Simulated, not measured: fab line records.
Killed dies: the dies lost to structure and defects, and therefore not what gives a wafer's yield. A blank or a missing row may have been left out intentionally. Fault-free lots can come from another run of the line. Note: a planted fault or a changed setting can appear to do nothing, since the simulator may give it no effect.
Chamber matching + flow nandHarc + rieDiel-07 running NHARC_A_STAIRCASE_DESCUM_252: 4 sister chambers
The step chemistry O2, time 3 s. 16 wafers are shown with their chamber, then 8 later ones without.

== WAFERS PAIRED WITH THEIR CHAMBERS ==
| wafer  | chamber | showerheadPlenumPTorr (Torr) | drypumpMotorCurrentA (A) | oesProductAu (a.u.) |
|--------|---------|------------------------------|--------------------------|---------------------|
| L082.2 | 2       | 1.93                         | 5.9                      | 1.006               |
| L082.3 | 1       | 1.90                         | 5.6                      | 1.018               |
| L082.6 | 3       | 1.89                         | 5.3                      | 0.997               |
| L083.1 | 1       | 1.89                         | 5.7                      | 1.008               |
| L083.3 | 3       | 1.89                         | 5.2                      | 0.994               |
| L083.6 | 0       | 2.05                         | 5.9                      | 1.006               |
| L086.1 | 2       | 1.92                         | 5.9                      | 0.999               |
| L086.5 | 3       | 1.89                         | 5.3                      | 0.998               |
| L086.6 | 1       | 1.89                         | 5.6                      | 1.015               |
| L085.1 | 1       | 1.89                         | 5.6                      | 0.998               |
| L085.4 | 1       | 1.89                         | 5.6                      | 0.999               |
| L085.6 | 3       | 1.89                         | 5.2                      | 0.991               |
| L089.1 | 1       | 1.89                         | 5.7                      | 0.999               |
| L089.5 | 0       | 2.04                         | 5.8                      | 0.998               |
| L089.6 | 3       | 1.89                         | 5.2                      | 0.987               |
| L093.1 | 2       | 1.92                         | 5.9                      | 1.004               |

SIGNATURES (means of the wafers above)
| reading               | chamber 0 | chamber 1 | chamber 2 | chamber 3 | scatter within a chamber |
|-----------------------|-----------|-----------|-----------|-----------|--------------------------|
| showerheadPlenumPTorr | 2.0450    | 1.8917    | 1.9233    | 1.8900    | 0.00408                  |
| drypumpMotorCurrentA  | 5.850     | 5.633     | 5.900     | 5.240     | 0.0503                   |
| oesProductAu          | 1.00200   | 1.00617   | 1.00300   | 0.99340   | 0.00665                  |
Rule: a wafer lies at a distance from a chamber equal to the root of the sum of squares, over the readings, of (its reading less the chamber's mean, divided by the reading's scatter). If the next closest chamber is less than 2 further off than the closest, the wafer can't be placed; otherwise it belongs to the closest. The scatter: the root of (the sum of the squares of (reading less its chamber's mean) over the shown wafers, divided by (wafers less chambers)).

== WAFERS WITH NO CHAMBER GIVEN ==
| wafer  | showerheadPlenumPTorr (Torr) | drypumpMotorCurrentA (A) | oesProductAu (a.u.) |
|--------|------------------------------|--------------------------|---------------------|
| L093.3 | 2.04                         | 5.8                      | 1.010               |
| L093.4 | 1.89                         | 5.7                      | 1.013               |
| L095.1 | 1.92                         | 5.9                      | 1.006               |
| L095.2 | 2.04                         | 5.8                      | 1.005               |
| L095.4 | 1.89                         | 5.6                      | 1.001               |
| L096.3 | 1.92                         | 5.9                      | 1.000               |
| L096.4 | 2.04                         | 5.7                      | 0.995               |
| L096.6 | 1.88                         | 5.3                      | 0.992               |

== WHICH CHAMBER EACH ONE RAN IN ==
| wafer  | from the rows above | in truth |
|--------|---------------------|----------|
| L093.3 | 0                   | 0        |
| L093.4 | 1                   | 1        |
| L095.1 | 2                   | 2        |
| L095.2 | 0                   | 0        |
| L095.4 | 1                   | 1        |
| L096.3 | 2                   | 2        |
| L096.4 | 0                   | 0        |
| L096.6 | 3                   | 3        |
Correct placement for 8 of the 8. Can't be placed from these rows: 0. Wrongly placed: 0.
